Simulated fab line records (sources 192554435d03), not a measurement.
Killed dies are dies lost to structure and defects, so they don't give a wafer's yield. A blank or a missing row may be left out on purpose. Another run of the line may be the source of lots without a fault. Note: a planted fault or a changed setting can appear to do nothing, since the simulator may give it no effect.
A struck lot beside a sound one    flow n5-finfet    14 out of 1938 route steps
Sound: wafers L873.4, L873.5, L873.6. Struck: wafers L880.4, L880.5, L880.6. The cause is named last.
Each step with rows lists, per side, the tool, then ch with its chambers, then its first start. Under that, the readings that differ: sound wafers    struck wafers    difference of the means    sigmas: that difference in standard deviations of wafers without a fault.
alike: same words and numbers on both sides, and readings whose means sit less than 2 such deviations apart. not compared: any withheld reading, any reading some wafer has no value for, any bound like >300 that may hide the same value, and any number with overlapping values for which the record gives no deviation.
A row with sigmas, a row that says differs or no value, or rows on one side alone: a step with any of these is where the two part. Numbers that have no deviation but don't overlap get no sigmas and don't part them. A reading missing from all wafers of one side parts the sides only when that side holds two or more wafers.

first, 4 steps without rows for these wafers: N5_HKMG_FIN_PRECLEAN_64 (cleans in dHF, time 30 s); N5_HKMG_FIN_WET_ETCH_65 (etches a-Si in TMAH, stops on TiN, time 49 s, target depth 3 nm); N5_HKMG_FIN_WET_ETCH_81 (etches TiN in SC1, stops on HfO2, time 57 s, target depth 6 nm); N5_HKMG_FIN_WET_ETCH_82 (etches La2O3 in dHCl, stops on HfO2, target depth 2 nm, rinse time 30 s).
N5_HKMG_FIN_ALD_36: deposits TiN, target thk 1 nm, pulse time 1 s, purge time 3 s.
  sound on ald-metal-04 ch 0,3, day 5 13:19; struck on ald-metal-04 ch 2,3, day 7 12:49
  alike: heater-power-w, precursor-pulse-height-rel
N5_HKMG_FIN_THK_MEAS_70: measures by xrf.
  sound on film-metro-01, day 5 13:37; struck on film-metro-01, day 7 13:06
  alike: HK_THK
N5_HKMG_FIN_PWFM_ALD_03: deposits TiN, target thk 2 nm, pulse time 1 s, purge time 3 s.
  sound on ald-metal-02 ch 0,2,3, day 5 13:38; struck on ald-metal-02 ch 1,2,3, day 7 13:22
  alike: heater-power-w, precursor-pulse-height-rel
then, 5 steps without rows for these wafers: N5_HKMG_FIN_COAT_29 (time 60 s, resist thk 300 nm); N5_HKMG_FIN_COAT_30 (time 60 s, resist thk 35 nm); N5_HKMG_FIN_COAT_06 (resist thk 90 nm); N5_HKMG_FIN_EBR_08; N5_HKMG_FIN_SOFTBAKE_07 (time 60 s).
N5_HKMG_FIN_EXPOSE_09: exposes mask NWFM.
  sound on arfi-scanner-02 ch 0, day 5 14:22; struck on arfi-scanner-01, day 7 13:44
  no value came back on the struck wafers for exposure-dose-mJ-cm2, focus-offset-nm (nm); on the sound wafers exposure-dose-mJ-cm2 reads 39.23 39.18 39.18
  alike: mask
then, 1 step without rows for these wafers: N5_HKMG_FIN_PEB_10 (peb time 60 s).

== WHERE THEY PART ==
N5_HKMG_FIN_EXPOSE_09 only, going by this record.

WHY: what had been put in by the simulator
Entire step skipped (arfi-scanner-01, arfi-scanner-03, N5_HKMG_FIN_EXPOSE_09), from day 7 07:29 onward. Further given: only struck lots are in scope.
